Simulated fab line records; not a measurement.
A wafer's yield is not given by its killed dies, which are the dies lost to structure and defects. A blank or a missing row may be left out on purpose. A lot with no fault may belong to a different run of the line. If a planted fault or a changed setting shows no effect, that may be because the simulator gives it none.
Matching of chambers | flow n5-finfet | 3 sister chambers for N5_BEOL_M3_PRE_CLEAN_60 on cvd-co-01
The step time 15 s. 3 wafers are shown with their chamber, then 12 later ones without.

## WAFERS PAIRED WITH THEIR CHAMBERS
wafer  | chamber | heater-power-w (W)
L086.5 | 2       | 91
L090.4 | 1       | 84
L090.6 | 0       | 79

## WAFERS WITH NO CHAMBER GIVEN
wafer  | heater-power-w (W)
L092.1 | 82
L092.2 | 79
L092.4 | 93
L093.2 | 85
L093.4 | 95
L093.6 | 81
L094.1 | 81
L094.3 | 92
L094.4 | 90
L095.2 | 92
L095.5 | 80
L095.6 | 92

## THE CHAMBER EACH PASSED THROUGH
wafer  | from the rows above     | in truth
L092.1 | can't be placed: 1 or 0 | 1
L092.2 | 0                       | 0
L092.4 | 2                       | 2
L093.2 | 1                       | 1
L093.4 | 2                       | 2
L093.6 | can't be placed: 0 or 1 | 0
L094.1 | can't be placed: 0 or 1 | 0
L094.3 | 2                       | 2
L094.4 | 2                       | 2
L095.2 | 2                       | 2
L095.5 | can't be placed: 0 or 1 | 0
L095.6 | 2                       | 2
8 of 12 placed correctly. Cannot be placed on the basis of these rows: 4; the candidates contain the true chamber in 4. Placed wrongly: 0.
How it was worked out, from the rows above alone: a wafer's distance from a chamber is the root of the sum, over the readings, of the square of ((its reading less the chamber's mean) divided by the reading's scatter). If the next closest chamber is less than 2 further off than the closest, the wafer can't be placed; otherwise it belongs to the closest. A chamber's mean is the mean of its shown wafers. The scatter: with one shown wafer a chamber, the root of the mean of the squares of how far each hidden wafer lies from its nearest shown one.
